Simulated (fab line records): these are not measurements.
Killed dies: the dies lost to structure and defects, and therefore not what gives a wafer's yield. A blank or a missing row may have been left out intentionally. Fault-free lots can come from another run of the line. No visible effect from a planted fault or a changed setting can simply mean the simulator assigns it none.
Matching of chambers + flow n5 finfet + 4 sister chambers for N5_BEOL_M0_SAQP_SPACER2_ETCHBACK_27 on rie diel-01
The step etches SiO2 in CHF3/O2, target depth 22.5 nm, time 11.25 s. 4 wafers are shown with their chamber, then 7 later ones without.

== WAFERS PAIRED WITH THEIR CHAMBERS ==
| wafer  | chamber | drypump motor current A (A) |
|--------|---------|-----------------------------|
| L084.6 | 0       | 4.8                         |
| L085.6 | 3       | 6.4                         |
| L088.1 | 2       | 6.1                         |
| L088.3 | 1       | 5.2                         |

== WAFERS MISSING THEIR CHAMBER ==
| wafer  | drypump motor current A (A) |
|--------|-----------------------------|
| L088.4 | 6.4                         |
| L090.2 | 6.1                         |
| L090.3 | 5.2                         |
| L090.5 | 4.8                         |
| L094.1 | 4.7                         |
| L094.5 | 5.2                         |
| L094.6 | 6.1                         |

== THE CHAMBER EACH PASSED THROUGH ==
| wafer  | from the rows above | in truth |
|--------|---------------------|----------|
| L088.4 | 3                   | 3        |
| L090.2 | 2                   | 2        |
| L090.3 | 1                   | 1        |
| L090.5 | 0                   | 0        |
| L094.1 | 0                   | 0        |
| L094.5 | 1                   | 1        |
| L094.6 | 2                   | 2        |
7 of 7 placed correctly. Left unplaced by these rows: 0. Number placed wrongly: 0.
How it was worked out, from the rows above alone: a wafer's distance from a chamber is the root of the sum, over the readings, of the square of ((its reading less the chamber's mean) divided by the reading's scatter). The wafer belongs to the nearest chamber; if the next one is less than 2 further off, it can't be placed. The mean given for a chamber averages the wafers shown for that chamber. The scatter (one wafer shown for each chamber): square how far every hidden wafer sits from the nearest shown wafer, average those squares and take the square root.
